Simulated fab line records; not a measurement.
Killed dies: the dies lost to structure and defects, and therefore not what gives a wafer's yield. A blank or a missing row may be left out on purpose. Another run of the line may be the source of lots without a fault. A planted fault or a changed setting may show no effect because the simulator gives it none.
fab line records | flow n5Finfet
record lots=12 wafers=31 lastDay=18
route steps=1938 shown BEOL_M15@1814 TV_OPEN@1888 PAD_METAL@1894 PASSIVATION@1905
lots that met no fault: taken from a fault-free run of the same line
startH: start of the lot's first displayed wafer, in hours after the record's first day | waitH: how many hours have passed since the lot's step before this one | " same as the row above | L1.1+2: a row that stands for several wafers | - value missing, or start not given | * or withheld: withheld | < > ~ a bound
route shown NAME@n: NAME is a module with steps in the file, n the number in the route of the first one | usual: mean/standard deviation taken from wafers without a fault | same: alike in all rows | chamber/n: place in a boat | sites: the reading at each site | _std_site: standard deviation across them | _edge_site: inner sites' mean taken away from outer sites' mean | radiusMm: how far each site lies from the wafer's centre | mask NAME#n: copy n | behind: the tool/chamber that last shaped the wafer | hold: reason for holding the lot/hours on hold/outcome of the hold | device: transistor that didn't switch, given as n, p or np | end of line: the tests these same wafers got at the end of their route | step lacking rows: just its recipe | killed: at the first sort, the dies lost to defects and structure; wafer yield is something else | map: a wafer's dies, x killed, . not, _ none there
set.NAME: setting as actually run; set.NAME@STEP: the setting as run at that earlier step | model.NAME: the simulator's own value behind a step, which no gauge read
steps of the route over a sample of lots; a table a step, a row a wafer
services: the hour from which a tool's chamber was out of use, counted from the record's first day as startH (under 0 if before that day), plus the number of hours and why
## steps
# step N5_BEOL_M15_ETCH_38
# recipe chemistry=CF4/N2 target=SiCN targetDepthA=1064 taperDeg=2 timeS=120.5 ionEnergyEv=150 maskMaterial=SiO2 pressureMtorr=40 sourceW=430 biasW=70 Ar_flow_sccm=100 cf4FlowSccm=60 n2FlowSccm=60
# usual drypumpMotorCurrentA=5.9/0.32 oesProductAu=0.82/0.084 rfVppV=382.1/2.6 showerheadPlenumPTorr=2.20/0.096 throttleValvePct=15.36/0.25
# columns lot.wafer tool chamber startH waitH drypumpMotorCurrentA oesProductAu rfHoursCounterH rfVppV showerheadPlenumPTorr throttleValvePct
L867.5 rieDiel-06 0 265.18 - 5.5 1.01 - 386.1 2.35 15.12
L867.6 " 3 " " 6.0 0.74 - 381.7 2.13 15.58
L866.3 rieDiel-06 2 273.82 - 5.9 0.89 17 383.3 2.25 15.12
L866.4 " 3 " " 5.9 0.74 158 379.1 2.13 15.57
L866.5 " 0 " " 5.4 0.98 - 386.1 2.35 15.13
L869.1 rieDiel-03 3 273.88 - 5.5 0.92 8 385.9 2.35 14.94
L869.2 " 1 " " 5.6 0.73 218 380.7 2.10 15.78
L869.3 " 0 " " 5.8 0.85 66 381.4 2.24 15.56
L873.3 rieDiel-03 1 295.37 - 5.6 0.73 226 379.0 2.10 15.80
L873.4 " 3 " " 5.5 0.92 14 385.1 2.35 14.93
L871.2 rieDiel-03 2 299.81 - 6.5 0.91 31 382.0 2.16 15.01
L871.3 " 3 " " 5.5 0.91 15 385.4 2.35 14.95
L877.2 rieDiel-06 0 342.00 - 5.5 0.91 21 386.5 2.34 15.17
L877.4 " 3 " " 5.9 0.73 176 379.4 2.12 15.64
L881.1 rieDiel-06 1 372.91 - 6.2 0.82 85 380.8 2.15 15.57
L881.5 " 0 " " 5.4 0.91 - 385.8 2.34 15.19
L881.6 " 1 " " 6.2 0.81 - 382.0 2.15 15.56
L884.2 rieDiel-04 1 377.23 - 6.2 0.66 229 384.1 2.26 15.41
L884.5 " 3 " " 5.6 0.74 - 377.9 2.03 15.27
L885.1 rieDiel-04 2 382.75 - 6.1 0.85 50 383.2 2.25 15.40
L885.4 " 3 " " 5.6 0.74 179 376.2 2.03 15.29
L885.6 " 3 " " 5.6 0.74 - 376.7 2.03 15.31
L882.1 rieDiel-06 3 393.35 - 6.0 0.72 189 380.3 2.12 15.65
L882.3 " 2 " " 5.9 0.83 49 381.6 2.24 15.20
L882.4 " 1 " " 6.2 0.81 90 381.8 2.15 15.56
L883.2 rieDiel-03 3 401.87 - 5.5 0.84 48 385.2 2.34 15.01
L883.4 " 0 " " 5.8 0.79 - 382.0 2.22 15.64
L883.6 " 2 " " 6.5 0.85 - 380.3 2.15 15.06
L887.2 rieDiel-03 3 418.19 - 5.5 0.84 52 385.8 2.33 15.01
L887.5 " 0 " " 5.9 0.80 - 382.1 2.22 15.67
L887.6 " 1 " " 5.7 1.02 - 386.6 2.35 15.34
# step N5_PASSIVATION_VIA_ETCH_13
# recipe chemistry=CHF3/O2 target=SiO2 targetDepthA=6600 CHF3_flow_sccm=50 O2_flow_sccm=5 Ar_flow_sccm=200 timeS=330 maskMaterial=PR pressureMtorr=30 sourceW=650 biasW=170 ionEnergyEv=200 ends=cleared
# usual drypumpMotorCurrentA=5.9/0.36 etchRfOnTimeS=235/7.1 oesProductAu=0.72/0.076 rfVppV=520/14 showerheadPlenumPTorr=2.40/0.11 throttleValvePct=18.82/0.23
# columns lot.wafer tool chamber startH waitH drypumpMotorCurrentA etchRfOnTimeS oesProductAu rfHoursCounterH rfVppV showerheadPlenumPTorr throttleValvePct
L867.5 rieDiel-04 3 274.15 0.1 5.7 232 0.69 - 516 2.24 18.71
L867.6 " 0 " " 5.5 232 0.67 - 519 2.30 18.74
L866.3 rieDiel-03 3 281.40 0.0 5.5 232 0.84 10 520 2.59 18.51
L866.4 " 2 " " 6.6 233 0.83 24 510 2.36 18.43
L866.5 " 1 " " 5.6 227 0.65 - 512 2.28 19.14
L869.1 rieDiel-04 3 282.62 0.0 5.6 236 0.69 152 515 2.24 18.71
L869.2 " 2 " " 6.0 222 0.82 24 555 2.50 19.02
L869.3 " 0 " " 5.4 234 0.65 193 518 2.30 18.72
L873.3 rieDiel-04 2 306.49 0.0 6.1 230 0.81 30 555 2.49 19.03
L873.4 " 1 " " 6.2 250 0.63 208 524 2.49 18.85
L871.2 rieDiel-03 3 309.27 0.0 5.5 228 0.81 18 520 2.59 18.53
L871.3 " 1 " " 5.6 231 0.64 229 512 2.28 19.16
L877.2 rieDiel-04 1 351.08 0.0 6.2 247 0.61 221 524 2.49 18.88
L877.4 " 3 " " 5.6 241 0.67 169 515 2.23 18.76
L881.1 rieDiel-06 1 382.25 0.0 6.2 237 0.73 87 518 2.35 19.10
L881.5 " 0 " " 5.4 238 0.81 - 522 2.56 18.67
L881.6 " 1 " " 6.2 240 0.74 - 516 2.35 19.11
L884.2 rieDiel-03 2 388.27 0.0 6.6 237 0.78 57 509 2.35 18.47
L884.5 " 2 " " 6.6 236 0.77 - 508 2.35 18.48
L885.1 rieDiel-06 1 394.10 0.0 6.2 234 0.73 90 516 2.35 19.13
L885.4 " 0 " " 5.5 231 0.80 32 523 2.56 18.69
L885.6 " 0 " " 5.5 228 0.80 - 523 2.56 18.67
L882.1 rieDiel-03 0 401.20 0.0 5.8 236 0.70 105 509 2.41 19.03
L882.3 " 3 " " 5.5 232 0.77 47 518 2.57 18.58
L882.4 " 0 " " 5.8 235 0.71 - 511 2.41 19.03
L883.2 rieDiel-03 2 413.55 0.0 6.6 235 0.76 67 508 2.35 18.48
L883.4 " 3 " " 5.5 240 0.76 51 520 2.57 18.61
L883.6 " 0 " " 5.8 241 0.70 - 509 2.41 19.03
L887.2 rieDiel-04 1 425.79 0.0 6.2 245 0.61 241 524 2.48 18.91
L887.5 " 1 " " 6.2 257 0.60 - 523 2.48 18.91
L887.6 " 2 " " 6.1 228 0.76 - 557 2.48 19.07
# step N5_PASSIVATION_PRE_CLEAN_19
# recipe gas=H2/He timeS=* tempC=*
# usual heaterPowerW=449/46
# columns lot.wafer tool chamber startH waitH heaterPowerW
L867.5 pvdSputter-02 - 274.54 0.0 442
L867.6 " - " " 477
L866.3 pvdSputter-03 - 281.86 0.0 418
L866.4 " - " " 548
L866.5 " - " " 394
L869.1 pvdSputter-02 - 283.73 0.0 440
L869.2 " - " " 474
L869.3 " - " " 468
L873.3 pvdSputter-01 - 306.97 0.0 454
L873.4 " - " " 455
L871.2 pvdSputter-01 - 309.89 0.0 392
L871.3 " - " " 444
L877.2 pvdSputter-02 - 351.80 0.0 428
L877.4 " - " " 464
L881.1 pvdSputter-01 - 382.94 0.0 457
L881.5 " - " " 457
L881.6 " - " " 405
L884.2 pvdSputter-03 - 388.79 0.0 535
L884.5 " - " " 356
L885.1 pvdSputter-03 - 394.61 0.0 432
L885.4 " - " " 387
L885.6 " - " " 374
L882.1 pvdSputter-03 - 402.07 0.0 548
L882.3 " - " " 382
L882.4 " - " " 376
L883.2 pvdSputter-01 - 414.88 0.0 483
L883.4 " - " " 398
L883.6 " - " " 449
L887.2 pvdSputter-01 - 426.49 0.0 458
L887.5 " - " " 460
L887.6 " - " " 489
# step N5_PASSIVATION_CD_MEAS_30
# recipe targetCdNm=4000 landingEnergyEv=500 detector=seInlens polarity=opening
# usual cdNm=4002.0/2.5
# columns lot.wafer tool chamber startH waitH cdNm
L867.5 cdSem-03 0 275.14 - 4000.4
L867.6 " 0 " " 3999.9
L866.3 cdSem-01 0 282.48 - 3999.3
L866.4 " 0 " " 4005.4
L866.5 " 0 " " 4005.8
L869.1 cdSem-01 0 284.47 - 4002.3
L869.2 " 0 " " 4001.5
L869.3 " 0 " " 4000.0
L873.3 cdSem-03 0 307.71 - 3999.2
L873.4 " 0 " " 4000.4
L871.2 cdSem-02 0 310.50 - 4001.7
L871.3 " 0 " " 3999.1
L877.2 cdSem-03 0 352.53 - 4001.5
L877.4 " 0 " " 3999.4
L881.1 cdSem-02 0 383.67 - 4003.2
L881.5 " 0 " " 4002.8
L881.6 " 0 " " 3997.3
L884.2 cdSem-02 0 389.40 - 4001.9
L884.5 " 0 " " 4000.4
L885.1 cdSem-03 0 395.22 - 3998.6
L885.4 " 0 " " 4001.0
L885.6 " 0 " " 4001.2
L882.1 cdSem-01 0 402.68 - 4003.9
L882.3 " 0 " " 4005.0
L882.4 " 0 " " 4003.6
L883.2 cdSem-01 0 415.62 - 3998.5
L883.4 " 0 " " 4004.9
L883.6 " 0 " " 4005.1
L887.2 cdSem-03 0 427.11 - 4006.7
L887.5 " 0 " " 4002.2
L887.6 " 0 " " 4002.2
# step N5_PASSIVATION_PROBE_49
# usual defectLimitedYield=90.9/1.6 killed_at_M0_to_M3=34/10 killed_at_M4_up=13/5.4 killedAtContacts=13/6 killedAtFrontEnd=42/13 killedAtOther=4/3.2 killedDies=107/18 killedOnRim=14/4.2 killedOpen=69/14 killedShort=35/7.7 sort_bin_4_leakage=0.02/0.17 sort_bin_5_function=5.3/1 sort_bin_6_memory=3.3/0.75 sort_bin_8_speed=0.00/0.015 sortNPass=1073/19 sortYieldPct=90.9/1.6
# same grossDies=1180 killedAtBackSide=0
# columns lot.wafer tool chamber startH waitH defectLimitedYield[%] killed_at_M0_to_M3 killed_at_M4_up killedAtContacts killedAtFrontEnd killedAtOther killedDies killedOnRim killedOpen killedShort sort_bin_4_leakage[%] sort_bin_5_function[%] sort_bin_6_memory[%] sort_bin_8_speed[%] sortNPass sortYieldPct[%]
L873.3 prober-02 - 312.71 0.1 93.1 25 19 5 25 7 81 12 44 35 0 4.0 2.4 0 1099 93.1
L873.4 prober-02 - 312.76 0.2 94.0 26 15 2 24 4 71 5 40 30 0 3.7 2.1 0 1109 94.0
L877.4 prober-01 - 357.56 0.2 88.7 60 14 7 48 4 133 14 85 41 0.08 6.9 4.3 0 1046 88.6
L881.1 prober-01 - 388.60 0.0 84.5 34 87 16 44 2 183 34 68 38 0.08 9.4 4.4 0 996 84.4
L881.5 prober-01 - 388.80 0.2 82.3 56 100 17 27 9 209 28 82 39 0 10.8 5.6 0 971 82.3
L881.6 prober-01 - 388.85 0.3 83.8 58 91 7 32 3 191 31 66 40 0 11.2 3.4 0 989 83.8
L882.1 prober-02 - 407.78 0.0 87.5 30 64 18 35 1 148 24 54 30 0 7.6 3.8 0 1032 87.5
L882.3 prober-02 - 407.88 0.1 82.7 39 96 15 53 1 204 32 93 30 0 10.8 4.9 0.08 976 82.7
L882.4 prober-02 - 407.93 0.2 85.8 24 87 11 45 1 168 26 55 40 0 8.6 3.7 0 1012 85.8
# killed by level:class
L873.3 BEOL_M0_SAQP:geometricParticle:open=6 BEOL_M0_SAQP:geometricParticle:short=6 BEOL_M2:geometricParticle:open=5 BEOL_M4:geometricParticle:open=5 ILD0:geometricParticle:open=4 BEOL_M4:geometricParticle:short=4 FIN_SAQP:geometricParticle:short=3 DUMMY_GATE:geometricParticle:open=3
L873.4 BEOL_M0_SAQP:geometricParticle:open=7 FIN_SAQP:geometricParticle:short=5 BEOL_M0_SAQP:geometricParticle:short=5 BEOL_M4:geometricParticle:open=5 STARTING-WAFER:geometricParticle:short=5 FIN_SAQP:geometricParticle:open=4 BEOL_M1:geometricParticle:open=4 BEOL_M3:geometricParticle:open=4
L877.4 FIN_SAQP:geometricParticle:open=13 BEOL_M0_SAQP:geometricParticle:open=13 BEOL_M0_SAQP:geometricParticle:short=13 BEOL_M2:geometricParticle:open=11 STI_FIN_REVEAL:geometricParticle:open=9 BEOL_M1:geometricParticle:open=7 BEOL_M3:geometricParticle:open=7 FIN_SAQP:geometricParticle:short=6
L881.1 BEOL_M15:unspecified=71 MOL_CONTACT_COAG:geometricParticle:open=13 BEOL_M0_SAQP:geometricParticle:short=11 FIN_SAQP:geometricParticle:open=10 BEOL_M4:geometricParticle:open=9 FIN_SAQP:geometricParticle:short=8 DUMMY_GATE:geometricParticle:open=5 STARTING-WAFER:geometricParticle:short=5
L881.5 BEOL_M15:unspecified=87 BEOL_M0_SAQP:geometricParticle:short=19 BEOL_M0_SAQP:geometricParticle:open=18 MOL_CONTACT_COAG:geometricParticle:open=14 BEOL_M4:geometricParticle:open=10 BEOL_M1:geometricParticle:open=8 STI_FIN_REVEAL:geometricParticle:open=6 BEOL_M2:geometricParticle:open=5
L881.6 BEOL_M15:unspecified=81 BEOL_M0_SAQP:geometricParticle:open=21 BEOL_M0_SAQP:geometricParticle:short=14 FIN_SAQP:geometricParticle:open=7 MOL_CONTACT_COAG:geometricParticle:open=7 GATE_CUT:geometricParticle:short=6 BEOL_M3:geometricParticle:open=6 BEOL_M4:geometricParticle:open=6
L882.1 BEOL_M15:unspecified=54 MOL_CONTACT_COAG:geometricParticle:open=14 FIN_SAQP:geometricParticle:open=8 BEOL_M3:geometricParticle:short=7 STI_FIN_REVEAL:geometricParticle:open=6 BEOL_M0_SAQP:geometricParticle:short=6 BEOL_M1:geometricParticle:open=6 FIN_CUT:areaEtch=4
L882.3 BEOL_M15:unspecified=77 STI_FIN_REVEAL:geometricParticle:open=17 BEOL_M0_SAQP:geometricParticle:open=14 FIN_SAQP:geometricParticle:open=11 MOL_CONTACT_COAG:geometricParticle:open=11 BEOL_M0_SAQP:geometricParticle:short=9 FIN_SAQP:geometricParticle:short=6 BEOL_M3:geometricParticle:open=6
L882.4 BEOL_M15:unspecified=72 MOL_CONTACT_COAG:geometricParticle:open=10 BEOL_M2:geometricParticle:short=8 DUMMY_GATE:geometricParticle:open=7 FIN_SAQP:geometricParticle:short=5 FIN_SAQP:geometricParticle:open=5 STARTING-WAFER:geometricParticle:short=5 STI_FIN_REVEAL:geometricParticle:open=5
## services
# columns tool chamber startH hours kind
rieDiel-06 0 242.41 - clean
rieDiel-06 0 242.41 - consumableReplace:focusRing
rieDiel-06 0 242.41 - consumableReplace:showerhead
rieDiel-06 0 242.41 21.1 scheduledDown
rieDiel-06 0 242.41 21.1 ventCycle
rieDiel-04 0 250.43 17.9 repair
rieDiel-03 - 267.61 2.8 pm
rieDiel-03 3 285.89 4.9 repair
pvdSputter-02 - 305.99 6.3 repair
rieDiel-06 - 318.79 1.1 repair
rieDiel-04 0 341.79 8.0 repair
pvdSputter-02 - 359.20 3.8 repair
rieDiel-06 0 366.77 5.4 repair
rieDiel-03 1 373.77 - clean
rieDiel-03 1 373.77 - consumableReplace:esc
rieDiel-03 1 373.77 - consumableReplace:focusRing
rieDiel-03 1 373.77 - consumableReplace:showerhead
rieDiel-03 1 373.77 29.0 scheduledDown
rieDiel-03 1 373.77 29.0 ventCycle
rieDiel-04 0 391.03 6.1 repair
rieDiel-06 3 398.14 6.2 repair
pvdSputter-03 - 413.79 4.6 repair
## key
firstSign step=N5_PASSIVATION_PROBE_49 reading=killed_at_M4_up direction=up sigmas=14 usual=13 struck=88
effect step=N5_PASSIVATION_PROBE_49 reading=defectLimitedYield direction=down sigmas=4.2 usual=90.9 struck=84.4
moreKillsBornAt N5_BEOL_M15_ETCH_38@rieDiel-06=442
metAt N5_BEOL_M15_ETCH_38
struckLots L881,L882
notActingAt N5_PASSIVATION_VIA_ETCH_13,N5_PASSIVATION_PRE_CLEAN_19,N5_PASSIVATION_CD_MEAS_30
onsetBetween 342.00 372.91
fault kind=chamberParticleSource tool=rieDiel-06 chamber=- onsetH=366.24 steps=N5_BEOL_M15_ETCH_38 ratePerVisitCm2=0.47211 endH=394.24
